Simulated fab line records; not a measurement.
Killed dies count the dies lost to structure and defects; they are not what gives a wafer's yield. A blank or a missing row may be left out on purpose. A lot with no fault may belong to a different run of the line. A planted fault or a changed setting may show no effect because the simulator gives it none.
Tool commonality check / flow nand_harc / 2 lots and 6 wafers in the sample

== REASON FOR OPENING ==
At NHARC_END_SORT_01 the reading killed_at_array is flagged on 2 of 2 lots. Wafers without a fault read 28, standard deviation 11.
Rule: a lot is flagged in two cases, either no wafer of it has a number, or all its wafers with numbers fall more than 4 standard deviations from that mean. All remaining lots are regarded as sound.

lot=L976; measured=day 21 20:40; on=prober-02; killed_at_array, wafer by wafer=676 675 676; flag=FLAGGED
lot=L979; measured=day 21 20:44; on=prober-01; killed_at_array, wafer by wafer=674 673 676; flag=FLAGGED
On average the flagged lots' numbers are 675, which is +647 against the usual, or +59 standard deviations.

== TOOL THAT RAN EACH LOT ==
4 process steps preceding the reading are held in the record, out of 1159 steps in the route. Each cell gives the tool, then ch followed by the chambers the sampled wafers passed through, then the start.
lot=L976; flag=FLAGGED; NHARC_A_STAIRCASE_DEP_322=pecvd-04 ch 0,1, day 15 10:55; NHARC_THIN_TSV_DEP_43=no row; NHARC_THIN_TSV_ETCH_44=no row; NHARC_THIN_TSV_STRIP_56=no row
lot=L979; flag=FLAGGED; NHARC_A_STAIRCASE_DEP_322=pecvd-04 ch 0,1, day 15 18:42; NHARC_THIN_TSV_DEP_43=no row; NHARC_THIN_TSV_ETCH_44=no row; NHARC_THIN_TSV_STRIP_56=no row
What these steps do:
- NHARC_A_STAIRCASE_DEP_322: deposits SiO2, target thk 3800 nm.
- NHARC_THIN_TSV_DEP_43: deposits SiO2, target thk 1328.5 nm.
- NHARC_THIN_TSV_ETCH_44: etches the open film in CF4/O2, target depth 1594.2 nm, time 797.1 s.
- NHARC_THIN_TSV_STRIP_56: strips in O2.
- NHARC_END_SORT_01

== FLAGGED AGAINST TOTAL, ONE TOOL AT A TIME (gauges that did the reading follow at the end) ==
step=NHARC_A_STAIRCASE_DEP_322; tool=pecvd-04; lots run=2; flagged=2; share of the flagged lots=all; sound lots run after its first flagged lot=0
step=NHARC_END_SORT_01; tool=prober-01; lots run=1; flagged=1; share of the flagged lots=some; sound lots run after its first flagged lot=0
step=NHARC_END_SORT_01; tool=prober-02; lots run=1; flagged=1; share of the flagged lots=some; sound lots run after its first flagged lot=0

== WHAT THE TABLE PERMITS ==
In the table, 1 row covers all flagged lots: pecvd-04 at NHARC_A_STAIRCASE_DEP_322.
- pecvd-04 at NHARC_A_STAIRCASE_DEP_322 ran 2 lots, 2 of them flagged. In this sample it ran no sound lot ahead of its first flagged lot, so there is no way to narrow down the start.
One tool is left: pecvd-04 at NHARC_A_STAIRCASE_DEP_322.

== WHAT THE SIMULATOR PUT IN ==
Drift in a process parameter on pecvd-04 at NHARC_A_STAIRCASE_DEP_322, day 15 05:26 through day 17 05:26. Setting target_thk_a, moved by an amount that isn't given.
Lots struck among those shown: L976, L979. The rule given above showed the same thing.
